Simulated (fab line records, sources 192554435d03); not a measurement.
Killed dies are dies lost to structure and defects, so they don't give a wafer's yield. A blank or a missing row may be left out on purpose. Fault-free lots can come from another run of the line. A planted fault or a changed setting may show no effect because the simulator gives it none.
Chamber matching	flow n5Finfet	N5_BEOL_M10_PECVD_70 on pecvd-03: 3 sister chambers
The step deposits SiO2 from TEOS/O2, target thk 20 nm, time 22.7 s. 6 wafers are shown with their chamber, then 10 later ones without.

WAFERS, EACH WITH ITS CHAMBER
wafer	chamber	throttleValvePct (%)	showerheadPlenumPTorr (Torr)
L077.1	1	22.5	8.80
L083.3	0	23.9	8.73
L083.4	0	23.7	8.76
L085.5	1	22.6	8.80
L089.2	2	20.8	8.88
L089.4	2	21.0	8.86

WAFERS WITH NO CHAMBER GIVEN
wafer	throttleValvePct (%)	showerheadPlenumPTorr (Torr)
L089.6	23.5	8.75
L091.4	23.5	8.73
L091.5	22.4	8.83
L091.6	20.9	8.86
L092.1	20.8	8.85
L092.2	23.6	8.77
L092.4	22.5	8.81
L094.1	23.7	8.73
L094.3	22.1	8.79
L094.6	23.7	8.75

WHICH CHAMBER EACH WENT THROUGH
wafer	from the rows above	in truth
L089.6	0	0
L091.4	0	0
L091.5	1	1
L091.6	2	2
L092.1	2	2
L092.2	0	0
L092.4	1	1
L094.1	0	0
L094.3	1	1
L094.6	0	0
Placed correctly: 10 of 10. Number that these rows cannot place: 0. Placed wrongly: 0.
How it was worked out, from the rows above alone: a wafer's distance from a chamber is the root of the sum, over the readings, of the square of ((its reading less the chamber's mean) divided by the reading's scatter). The wafer belongs to the nearest chamber; if the next one is less than 2 further off, it can't be placed. Each chamber's mean is taken over the wafers shown for it. The scatter: the root of (the sum of the squares of (reading less its chamber's mean) over the shown wafers, divided by (wafers less chambers)).
